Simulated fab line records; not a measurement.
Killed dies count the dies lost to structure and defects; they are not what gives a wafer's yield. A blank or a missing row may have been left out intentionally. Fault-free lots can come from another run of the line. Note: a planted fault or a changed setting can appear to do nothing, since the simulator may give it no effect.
A struck lot beside a sound one -- flow n5 finfet -- 15 steps out of a route of 1938
Sound: these wafers, L286.1, L286.4, L286.5. The struck wafers were L295.1, L295.2, L295.4. The cause is given at the end.
Each step with rows lists, per side, the tool, then ch with its chambers, then its first start. Under that, the readings that differ: sound wafers -- struck wafers -- difference of the means -- sigmas: that difference in standard deviations of wafers without a fault.
alike: a reading whose means differ by less than 2 such deviations, as well as words and numbers matching on both sides. not compared: withheld readings; readings where some wafer has no value; bounds like >300 that might hide an equal value; numbers whose values overlap and for which the record gives no deviation.
Wherever a step has rows on one side only, a row that says differs or no value, or a row with sigmas, the two part there. Non-overlapping numbers with no deviation appear without sigmas and do not part them. A reading that every wafer of one side lacks parts them only if that side has two wafers or more.

N5_BEOL_M9_CD_MEAS_35: target cd 70 nm, target cd y 40 nm.
  struck on cd sem-02, day 13 12:10; sound on cd sem-02, day 11 17:19
  alike: cd nm
N5_BEOL_M9_CURE_72: cures SiCOH lowk, time 120 s.
  sound on uv cure-02 ch 2, day 11 17:22; struck on uv cure-01 ch 0, day 13 12:12
  alike: lamp power pct, wafer_temp_C_max
then, 1 step without rows for these wafers: N5_BEOL_M9_DEGAS_44 (time 60 s).
N5_BEOL_M9_PRE_CLEAN_45: time 30 s.
  struck on pvd sputter-03, day 13 12:54; sound on pvd sputter-02, day 11 18:16
  alike: heater power w
then, 1 step without rows for these wafers: N5_BEOL_M9_ALD_74 (deposits TaN, target thk 2 nm, pulse time 2 s, purge time 3 s).
N5_BEOL_M9_SURFACE_TREAT_79:
  struck on pvd sputter-03, day 13 13:20; sound on pvd sputter-02, day 11 18:53
  not compared: throttle valve pct
then, 3 steps without rows for these wafers: N5_BEOL_M9_CVD_78 (deposits Co from CCTBA/H2, target thk 2 nm, time 138.9 s); N5_BEOL_M9_SPUTTER_48 (material Cu, target thk 12 nm, time 2 s); N5_BEOL_M9_ECD_50 (material Cu, target thk 318 nm).
N5_BEOL_M9_ANNEAL_51: time 90 s.
  sound on rtp anneal-02 ch 0, day 11 20:02; struck on rtp anneal-01 ch 0, day 13 13:47
  alike: wafer_temp_C_max
then, 1 step without rows for these wafers: N5_BEOL_M9_CMP_52 (polishes, stops on SiCOH lowk, t overpolish 7 s, target thk 140 nm).
N5_BEOL_M9_THK_MEAS_53: measures by xrf.
  struck on film metro-01, day 13 14:22; sound on film metro-01, day 11 20:38
  alike: M9_THK
N5_BEOL_M9_PRE_CLEAN_55: time 15 s.
  sound on pecvd-03 ch 0,1, day 11 20:40; struck on pecvd-04 ch 0,1,2, day 13 14:25
reading,sound,struck,difference,sigmas
rf fwd power W (W),294.7 296.3 295.3,235.3 231.9 231.5,-62.5,-37
N5_BEOL_M9_DEP_56: deposits SiCN from 3MS/NH3, target thk 15 nm, time 26.5 s.
  sound on pecvd-03 ch 0,1, day 11 20:41; struck on pecvd-04 ch 0,1,2, day 13 14:26
  alike: showerhead plenum p Torr, throttle valve pct
-- a jump in the record: the struck wafers' starts before and after are 3 days apart (it breaks off in module BEOL_M9 and resumes in module PASSIVATION, where the first step shown is number 1936 of the route) --
N5_PASSIVATION_PROBE_49:
  struck on prober-01, day 16 07:06; sound on prober-01, day 14 08:19
reading,sound,struck,difference,sigmas
killed_at_M0_to_M3,46 52 64,26 11 36,-30,-3
killed on rim,21 18 18,16 4 10,-9,-2
killed open,83 76 95,57 38 74,-28,-2
sort_bin_6_memory (%),3.3 4.3 3.8,3.1 1.6 2.6,-1.4,-2
  alike: defect limited yield, killed_at_M4_up, killed at contacts, killed at front end, killed at other, killed dies, killed short, sort_bin_4_leakage, sort_bin_5_function, sort n pass, sort yield pct

== WHERE THEY PART ==
Last at N5_PASSIVATION_PROBE_49 as far as this record goes, first at N5_BEOL_M9_PRE_CLEAN_55.

WHY: what the simulator had put in
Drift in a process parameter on pecvd-04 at N5_BEOL_M9_PRE_CLEAN_55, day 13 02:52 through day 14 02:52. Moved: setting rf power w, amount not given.
